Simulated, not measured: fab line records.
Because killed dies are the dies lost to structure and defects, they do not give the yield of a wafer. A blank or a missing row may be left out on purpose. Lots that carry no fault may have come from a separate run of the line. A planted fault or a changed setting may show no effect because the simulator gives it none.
fab line records -- flow n5Finfet
record lots=7, wafers=39
route steps=1938 shown BEOL_M5@1160 BEOL_M9@1419
startH: the number of hours between the record's first day and the start of the first shown wafer of the lot -- waitH: hours elapsed since this lot's preceding step -- " same as the row above -- L1.1+2: a row that stands for several wafers -- - value missing, or start not given -- * or withheld: withheld -- < > ~ a bound
route shown NAME@n: NAME is a module with steps in the file, n the number in the route of the first one -- usual: mean/standard deviation taken from wafers without a fault -- same: alike in all rows -- chamber/n: place in a boat -- sites: each site's reading -- _std_site: how widely they spread, as a standard deviation -- _edge_site: inner sites' mean taken away from outer sites' mean -- radiusMm: how far each site lies from the wafer's centre -- mask NAME#n: copy n -- behind: the tool/chamber that last shaped the wafer -- hold: cause of the lot's hold/its duration in hours/its outcome -- device: the n, p or np transistor that did not switch -- end of line: the route-end tests of the same wafers -- a step given without rows: its recipe and nothing more -- killed: not the wafer's yield, but the dies lost to structure and defects at the first sort -- map: a wafer's dies, marking killed ones x, the rest . and places with no die _
set.NAME: the run value of the setting; set.NAME@STEP: its run value at that earlier step -- model.NAME: the simulator's own value behind a step, which no gauge read
lots whose settings were changed on purpose; a table a step, a row a wafer
## steps
# step N5_BEOL_M5_TRENCH_ETCH_37
# recipe chemistry=C4F6/O2, targetDepthA=716.52, target=SiCOH_lowk, timeS=24.7, ionEnergyEv=250, pressureMtorr=30, sourceW=345, biasW=185, Ar_flow_sccm=300, C4F6_flow_sccm=10, O2_flow_sccm=10
lot.wafer,tool,chamber,startH,waitH,set.timeS,model.etch.depthNm,model.BEOL_M5.featureDepthNm,model.TiN_of_BEOL_M5_HM_DEP_02.thkNm
L079.1,rieDiel-06,2,-,-,24.7,70.75,70.8,18.2
L079.2,rieDiel-06,0,-,-,24.7,71.63,71.6,18
L079.3,rieDiel-06,1,-,-,24.7,73.3,73.4,17.8
L079.4,rieDiel-06,3,-,-,11.4,32.41,32.4,19.4
L079.5,rieDiel-06,3,-,-,11.4,32.66,32.6,19.4
L079.6,rieDiel-06,2,-,-,11.4,32.55,32.6,19.2
L084.1,rieDiel-05,0,-,-,36.02,99.86,99.8,17.2
L084.2,rieDiel-05,1,-,-,24.7,71.73,71.8,18.2
L084.3,rieDiel-05,3,-,-,24.7,70.34,70.4,18.2
L084.4,rieDiel-05,2,-,-,36.02,105.3,105.4,16.8
L084.5,rieDiel-05,3,-,-,36.02,103.2,103.2,17.2
L084.6,rieDiel-05,2,-,-,24.7,71.67,71.6,18
L083.1,rieDiel-03,1,-,-,24.7,72.42,72.4,18
L083.5,rieDiel-03,1,-,-,24.7,72.99,73,17.4
L083.6,rieDiel-03,0,-,-,24.7,70.94,71,18.2
L087.1,rieDiel-03,3,-,-,24.7,70.47,70.4,18.4
L087.2,rieDiel-03,0,-,-,24.7,72.78,72.8,17.6
L087.3,rieDiel-03,1,-,-,24.7,74.23,74.2,17.8
L087.4,rieDiel-03,2,-,-,24.7,72.3,72.2,18.2
L087.5,rieDiel-03,3,-,-,24.7,70.5,70.4,18
L087.6,rieDiel-03,2,-,-,24.7,72.23,72.2,18
L090.1,rieDiel-03,1,-,-,24.7,73.03,73,18
L090.2,rieDiel-03,3,-,-,34.52,96.32,96.4,17.6
L090.3,rieDiel-03,0,-,-,34.52,98.89,98.8,17.4
L090.4,rieDiel-03,2,-,-,24.7,71.52,71.6,18.2
L090.5,rieDiel-03,2,-,-,24.7,71.44,71.4,18
L090.6,rieDiel-03,1,-,-,34.52,102.1,102,17.4
L092.1,rieDiel-03,2,-,-,31.79,92.51,92.6,17
L092.2,rieDiel-03,0,-,-,24.7,72.05,72,17.6
L092.3,rieDiel-03,3,-,-,31.79,89.95,90,16.8
L092.4,rieDiel-03,1,-,-,24.7,73.26,73.2,18
L092.5,rieDiel-03,1,-,-,31.79,93.86,93.8,17.4
L092.6,rieDiel-03,0,-,-,24.7,72.23,72.2,17.2
L097.1,rieDiel-03,0,-,-,31.72,93.63,93.6,17.2
L097.2,rieDiel-03,2,-,-,24.7,73.26,73.2,17.8
L097.3,rieDiel-03,3,-,-,31.72,89.82,89.8,17.4
L097.4,rieDiel-03,2,-,-,24.7,72.99,73,17.8
L097.5,rieDiel-03,0,-,-,24.7,73.21,73.2,17.8
L097.6,rieDiel-03,3,-,-,31.72,90.55,90.6,17.4
# step N5_BEOL_M5_ETCH_41
# recipe chemistry=CH3F/O2, target=SiCN, targetDepthA=315, taperDeg=2, timeS=56.7, ionEnergyEv=120, maskMaterial=TiN, pressureMtorr=30, sourceW=395, biasW=75, Ar_flow_sccm=150, CH3F_flow_sccm=30, O2_flow_sccm=20
# step N5_BEOL_M5_STRIP_91
# recipe chemistry=N2/H2, timeS=10, powerW=450, tempC=40, pressureMtorr=20, rfFrequencyHz=6e+07, biasPowerW=7, n2FlowSccm=200, h2FlowSccm=200
# step N5_BEOL_M5_OCD_MEAS_38
# usual trenchDepthNm=71.5/1.4
lot.wafer,tool,chamber,startH,waitH,set.timeS@BEOL_M5_TRENCH_ETCH_37,trenchDepthNm
L079.1,ocd-02,-,210.64,-,24.7,70.4
L079.2,ocd-02,-,210.64,-,24.7,71.4
L079.3,ocd-02,-,210.64,-,24.7,73.8
L079.4,ocd-02,-,210.64,-,11.4,32.4
L079.5,ocd-02,-,210.64,-,11.4,32.4
L079.6,ocd-02,-,210.64,-,11.4,32.5
L084.1,ocd-02,-,247.25,-,36.02,99.7
L084.2,ocd-02,-,247.25,-,24.7,71.6
L084.3,ocd-02,-,247.25,-,24.7,70.3
L084.4,ocd-02,-,247.25,-,36.02,105.5
L084.5,ocd-02,-,247.25,-,36.02,103.6
L084.6,ocd-02,-,247.25,-,24.7,71.3
L083.1,ocd-02,-,247.43,-,24.7,72.3
L083.5,ocd-02,-,247.43,-,24.7,73.2
L083.6,ocd-02,-,247.43,-,24.7,70.7
L087.1,ocd-02,-,275.86,-,24.7,70.4
L087.2,ocd-02,-,275.86,-,24.7,72.8
L087.3,ocd-02,-,275.86,-,24.7,74.3
L087.4,ocd-02,-,275.86,-,24.7,72.5
L087.5,ocd-02,-,275.86,-,24.7,70.8
L087.6,ocd-02,-,275.86,-,24.7,72.0
L090.1,ocd-02,-,282.03,-,24.7,73.4
L090.2,ocd-02,-,282.03,-,34.52,96.3
L090.3,ocd-02,-,282.03,-,34.52,98.7
L090.4,ocd-02,-,282.03,-,24.7,71.4
L090.5,ocd-02,-,282.03,-,24.7,71.3
L090.6,ocd-02,-,282.03,-,34.52,102.1
L092.1,ocd-02,-,292.53,-,31.79,92.5
L092.2,ocd-02,-,292.53,-,24.7,72.3
L092.3,ocd-02,-,292.53,-,31.79,89.7
L092.4,ocd-02,-,292.53,-,24.7,73.1
L092.5,ocd-02,-,292.53,-,31.79,93.3
L092.6,ocd-02,-,292.53,-,24.7,72.6
L097.1,ocd-02,-,362.61,-,31.72,93.4
L097.2,ocd-02,-,362.61,-,24.7,73.9
L097.3,ocd-02,-,362.61,-,31.72,90.0
L097.4,ocd-02,-,362.61,-,24.7,72.6
L097.5,ocd-02,-,362.61,-,24.7,72.8
L097.6,ocd-02,-,362.61,-,31.72,90.8
# step N5_BEOL_M5_HM_STRIP_39
# recipe chemistry=peroxideTinStrip, material=TiN, targetDepthA=250, tempC=50, timeS=158
# step N5_BEOL_M5_SRD_40
# recipe timeS=30, tempC=23, rinseLiquid=diw, dry=ipaMarangoni
# step N5_BEOL_M5_ECD_50
# recipe material=Cu, targetThkA=3000
# step N5_BEOL_M5_ANNEAL_51
# recipe tempC=225, timeS=90, ambient=N2
# step N5_BEOL_M5_CMP_52
# recipe stopOn=SiCOH_lowk, tOverpolishS=6.9, downForcePsi=1, platenRpm=50, clearingPlatenDownForcePsi=1.5, clearingPlatenRpm=50, postCmpClean=cuAlkaline, targetThkNm=62, clearingPlatenPadVelocityMS=0.99484, padVelocityMS=0.99484
lot.wafer,tool,chamber,startH,waitH,set.timeS@BEOL_M5_TRENCH_ETCH_37,model.Cu_of_BEOL_M5_ECD_50.thkNm
L079.1,cmp-04,3,217.85,0.3,24.7,60.6
L079.2,cmp-04,0,217.85,0.3,24.7,61.4
L079.4,cmp-04,1,217.85,0.3,11.4,21
L079.3,cmp-04,2,217.85,0.3,24.7,65
L079.6,cmp-04,3,217.85,0.3,11.4,22.2
L079.5,cmp-04,0,217.85,0.3,11.4,21.8
L083.1,cmp-01,2,253.45,0.3,24.7,61.4
L083.6,cmp-01,2,253.45,0.3,24.7,61
L083.5,cmp-01,3,253.45,0.3,24.7,63.2
L084.2,cmp-04,2,257.40,0.2,24.7,62
L084.3,cmp-04,3,257.40,0.2,24.7,61
L084.4,cmp-04,0,257.40,0.2,36.02,95
L084.1,cmp-04,1,257.40,0.2,36.02,88.8
L084.5,cmp-04,2,257.40,0.2,36.02,93.6
L084.6,cmp-04,3,257.40,0.2,24.7,61.6
L087.1,cmp-01,1,282.61,0.5,24.7,61.2
L087.3,cmp-01,2,282.61,0.5,24.7,63.6
L087.2,cmp-01,3,282.61,0.5,24.7,62.2
L087.4,cmp-01,0,282.61,0.5,24.7,62.4
L087.6,cmp-01,1,282.61,0.5,24.7,64.6
L087.5,cmp-01,2,282.61,0.5,24.7,59.8
L090.3,cmp-01,3,288.46,0.2,34.52,90.2
L090.1,cmp-01,0,288.46,0.2,24.7,62
L090.2,cmp-01,1,288.46,0.2,34.52,88.4
L090.4,cmp-01,2,288.46,0.2,24.7,61
L090.5,cmp-01,3,288.46,0.2,24.7,62.8
L090.6,cmp-01,0,288.46,0.2,34.52,92
L092.2,cmp-01,2,300.58,0.2,24.7,62.2
L092.1,cmp-01,3,300.58,0.2,31.79,83.2
L092.3,cmp-01,0,300.58,0.2,31.79,80.6
L092.4,cmp-01,1,300.58,0.2,24.7,66.2
L092.6,cmp-01,2,300.58,0.2,24.7,63.8
L092.5,cmp-01,3,300.58,0.2,31.79,83.8
L097.2,cmp-03,2,369.23,0.2,24.7,63.6
L097.3,cmp-03,3,369.23,0.2,31.72,79.6
L097.4,cmp-03,0,369.23,0.2,24.7,64.4
L097.1,cmp-03,1,369.23,0.2,31.72,84.4
L097.6,cmp-03,2,369.23,0.2,31.72,80.6
L097.5,cmp-03,3,369.23,0.2,24.7,63.4
# step N5_BEOL_M5_THK_MEAS_53
# recipe thkMeasGauge=xrf, reads=Cu_of_BEOL_M5_ECD_50
# usual M5_THK=61.6/1.8
lot.wafer,tool,chamber,startH,waitH,set.timeS@BEOL_M5_TRENCH_ETCH_37,M5_THK[nm]
L079.1,filmMetro-02,-,218.15,-,24.7,61.3
L079.2,filmMetro-02,-,218.15,-,24.7,62.1
L079.3,filmMetro-02,-,218.15,-,24.7,65.3
L079.4,filmMetro-02,-,218.15,-,11.4,21.1
L079.5,filmMetro-02,-,218.15,-,11.4,22.1
L079.6,filmMetro-02,-,218.15,-,11.4,22.3
L083.1,filmMetro-01,-,253.74,-,24.7,61.0
L083.5,filmMetro-01,-,253.74,-,24.7,63.1
L083.6,filmMetro-01,-,253.74,-,24.7,60.9
L084.1,filmMetro-01,-,257.69,-,36.02,88.3
L084.2,filmMetro-01,-,257.69,-,24.7,61.5
L084.3,filmMetro-01,-,257.69,-,24.7,60.5
L084.4,filmMetro-01,-,257.69,-,36.02,94.6
L084.5,filmMetro-01,-,257.69,-,36.02,93.0
L084.6,filmMetro-01,-,257.69,-,24.7,61.0
L087.1,filmMetro-02,-,282.91,-,24.7,61.3
L087.2,filmMetro-02,-,282.91,-,24.7,62.4
L087.3,filmMetro-02,-,282.91,-,24.7,64.0
L087.4,filmMetro-02,-,282.91,-,24.7,62.8
L087.5,filmMetro-02,-,282.91,-,24.7,60.0
L087.6,filmMetro-02,-,282.91,-,24.7,65.0
L090.1,filmMetro-01,-,288.75,-,24.7,62.3
L090.2,filmMetro-01,-,288.75,-,34.52,88.3
L090.3,filmMetro-01,-,288.75,-,34.52,90.6
L090.4,filmMetro-01,-,288.75,-,24.7,61.1
L090.5,filmMetro-01,-,288.75,-,24.7,62.9
L090.6,filmMetro-01,-,288.75,-,34.52,92.0
L092.1,filmMetro-01,-,300.88,-,31.79,82.9
L092.2,filmMetro-01,-,300.88,-,24.7,61.8
L092.3,filmMetro-01,-,300.88,-,31.79,80.9
L092.4,filmMetro-01,-,300.88,-,24.7,66.0
L092.5,filmMetro-01,-,300.88,-,31.79,83.6
L092.6,filmMetro-01,-,300.88,-,24.7,63.2
L097.1,filmMetro-02,-,369.52,-,31.72,84.4
L097.2,filmMetro-02,-,369.52,-,24.7,63.4
L097.3,filmMetro-02,-,369.52,-,31.72,79.4
L097.4,filmMetro-02,-,369.52,-,24.7,64.6
L097.5,filmMetro-02,-,369.52,-,24.7,63.4
L097.6,filmMetro-02,-,369.52,-,31.72,80.8
# step N5_BEOL_M5_PRE_CLEAN_77
# recipe gas=NH3/H2, timeS=15, tempC=*, rfPowerW=300
# step N5_BEOL_M5_CO_CAP_78
# recipe material=Co, targetThkA=20, tempC=200, precursor=CCTBA/H2, pressureTorr=30, timeS=102.1
# step N5_BEOL_M5_PRE_CLEAN_55
# recipe gas=NH3, timeS=15, tempC=withheld, rfPowerW=300
# step N5_BEOL_M5_DEP_56
# recipe material=SiCN, targetThkA=80, tempC=withheld, precursor=3MS/NH3, pressureTorr=3, rfW=202, timeS=14
# step N5_BEOL_M5_RS_MEAS_57
# recipe thkMeasGauge=four-point-probe, reads=Co_of_BEOL_M5_CO_CAP_78+Cu_of_BEOL_M5_ECD_50+Co_of_BEOL_M5_CVD_47+TaN_of_BEOL_M5_ALD_86
# usual M5_RS=0.390/0.013
lot.wafer,tool,chamber,startH,waitH,set.timeS@BEOL_M5_TRENCH_ETCH_37,M5_RS[ohm/sq]
L079.1,filmMetro-02,-,218.44,0.1,24.7,0.397
L079.2,filmMetro-02,-,218.44,0.1,24.7,0.390
L079.3,filmMetro-02,-,218.44,0.1,24.7,0.365
L079.4,filmMetro-02,-,218.44,0.1,11.4,1.595
L079.5,filmMetro-02,-,218.44,0.1,11.4,1.498
L079.6,filmMetro-02,-,218.44,0.1,11.4,1.472
L083.1,filmMetro-02,-,254.00,0.0,24.7,0.391
L083.5,filmMetro-02,-,254.00,0.0,24.7,0.377
L083.6,filmMetro-02,-,254.00,0.0,24.7,0.395
L084.1,filmMetro-01,-,257.95,0.0,36.02,0.253
L084.2,filmMetro-01,-,257.95,0.0,24.7,0.387
L084.3,filmMetro-01,-,257.95,0.0,24.7,0.394
L084.4,filmMetro-01,-,257.95,0.0,36.02,0.234
L084.5,filmMetro-01,-,257.95,0.0,36.02,0.238
L084.6,filmMetro-01,-,257.95,0.0,24.7,0.390
L087.1,filmMetro-01,-,283.17,0.0,24.7,0.393
L087.2,filmMetro-01,-,283.17,0.0,24.7,0.386
L087.3,filmMetro-01,-,283.17,0.0,24.7,0.375
L087.4,filmMetro-01,-,283.17,0.0,24.7,0.384
L087.5,filmMetro-01,-,283.17,0.0,24.7,0.403
L087.6,filmMetro-01,-,283.17,0.0,24.7,0.367
L090.1,filmMetro-01,-,289.01,0.0,24.7,0.386
L090.2,filmMetro-01,-,289.01,0.0,34.52,0.254
L090.3,filmMetro-01,-,289.01,0.0,34.52,0.248
L090.4,filmMetro-01,-,289.01,0.0,24.7,0.394
L090.5,filmMetro-01,-,289.01,0.0,24.7,0.381
L090.6,filmMetro-01,-,289.01,0.0,34.52,0.242
L092.1,filmMetro-01,-,301.25,0.0,31.79,0.273
L092.2,filmMetro-01,-,301.25,0.0,24.7,0.385
L092.3,filmMetro-01,-,301.25,0.0,31.79,0.283
L092.4,filmMetro-01,-,301.25,0.0,24.7,0.357
L092.5,filmMetro-01,-,301.25,0.0,31.79,0.270
L092.6,filmMetro-01,-,301.25,0.0,24.7,0.374
L097.1,filmMetro-01,-,369.78,0.0,31.72,0.268
L097.2,filmMetro-01,-,369.78,0.0,24.7,0.375
L097.3,filmMetro-01,-,369.78,0.0,31.72,0.287
L097.4,filmMetro-01,-,369.78,0.0,24.7,0.370
L097.5,filmMetro-01,-,369.78,0.0,24.7,0.377
L097.6,filmMetro-01,-,369.78,0.0,31.72,0.282
# step N5_BEOL_M9_ETCH_62
# recipe chemistry=N2/H2, target=SOC, targetDepthA=1100, overetchA=220, maskMaterial=SiARC, tempC=40, timeS=165, ionEnergyEv=200, pressureMtorr=30, sourceW=840, biasW=150, n2FlowSccm=200, h2FlowSccm=200
lot.wafer,tool,chamber,startH,waitH,set.timeS,model.SiARC_of_BEOL_M9_COAT_60.thkNm
L079.1,rieDiel-03,1,241.28,0.0,165,23.4
L079.2,rieDiel-03,3,241.28,0.0,165,23.8
L079.3+4+5+6,rieDiel-03,"2,0,1,0",241.28,0.0,165,23.2
L083.1,rieDiel-03,1,277.92,0.0,165,23.4
L083.5,rieDiel-03,3,277.92,0.0,165,24
L083.6,rieDiel-03,2,277.92,0.0,165,23.2
L084.1,rieDiel-06,1,282.35,0.0,119.1,25
L084.2,rieDiel-06,2,282.35,0.0,119.1,25.4
L084.3,rieDiel-06,3,282.35,0.0,119.1,25.2
L084.4,rieDiel-06,0,282.35,0.0,165,23.2
L084.5,rieDiel-06,2,282.35,0.0,165,23.6
L084.6,rieDiel-06,3,282.35,0.0,165,23.4
L087.1+4+5,rieDiel-05,"3,2,3",313.75,0.0,165,23.6
L087.2+6,rieDiel-05,0,313.75,0.0,165,23.8
L087.3,rieDiel-05,1,313.75,0.0,165,23.4
L090.1+6,rieDiel-05,2,317.92,0.0,165,23.6
L090.2,rieDiel-05,1,317.92,0.0,165,23.4
L090.3,rieDiel-05,0,317.92,0.0,203.4,22.4
L090.4,rieDiel-05,3,317.92,0.0,203.4,22.2
L090.5,rieDiel-05,1,317.92,0.0,203.4,22
L092.1,rieDiel-06,2,324.31,0.0,165,24
L092.2,rieDiel-06,3,324.31,0.0,165,23.8
L092.3+4+5,rieDiel-06,"0,1,0",324.31,0.0,165,23.6
L092.6,rieDiel-06,1,324.31,0.0,165,23.4
L097.1+2,rieDiel-03,"2,0",402.37,0.0,130.7,24.8
L097.3,rieDiel-03,3,402.37,0.0,165,24
L097.4,rieDiel-03,1,402.37,0.0,130.7,25
L097.5,rieDiel-03,1,402.37,0.0,165,23.4
L097.6,rieDiel-03,2,402.37,0.0,165,23.2
## key
split step=N5_BEOL_M5_TRENCH_ETCH_37, setting=timeS, stated=24.7, by=wafer
response step=N5_BEOL_M5_TRENCH_ETCH_37, reading=model.etch.depthNm, change=+0.697, per=1%, r=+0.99
response step=N5_BEOL_M5_TRENCH_ETCH_37, reading=model.BEOL_M5.featureDepthNm, change=+0.697, per=1%, r=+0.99
response step=N5_BEOL_M5_TRENCH_ETCH_37, reading=model.TiN_of_BEOL_M5_HM_DEP_02.thkNm, change=-0.0211, per=1%, r=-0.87
response step=N5_BEOL_M5_OCD_MEAS_38, reading=trenchDepthNm, change=+0.697, per=1%, r=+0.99
response step=N5_BEOL_M5_CMP_52, reading=model.Cu_of_BEOL_M5_ECD_50.thkNm, change=+0.702, per=1%, r=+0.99
response step=N5_BEOL_M5_THK_MEAS_53, reading=M5_THK, change=+0.706, per=1%, r=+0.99
response step=N5_BEOL_M5_RS_MEAS_57, reading=M5_RS, shape=bent, atLowest=1.521, atStated=0.383, atHighest=0.241
split step=N5_BEOL_M9_ETCH_62, setting=timeS, stated=165, by=wafer
response step=N5_BEOL_M9_ETCH_62, reading=model.SiARC_of_BEOL_M9_COAT_60.thkNm, change=-0.0623, per=1%, r=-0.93
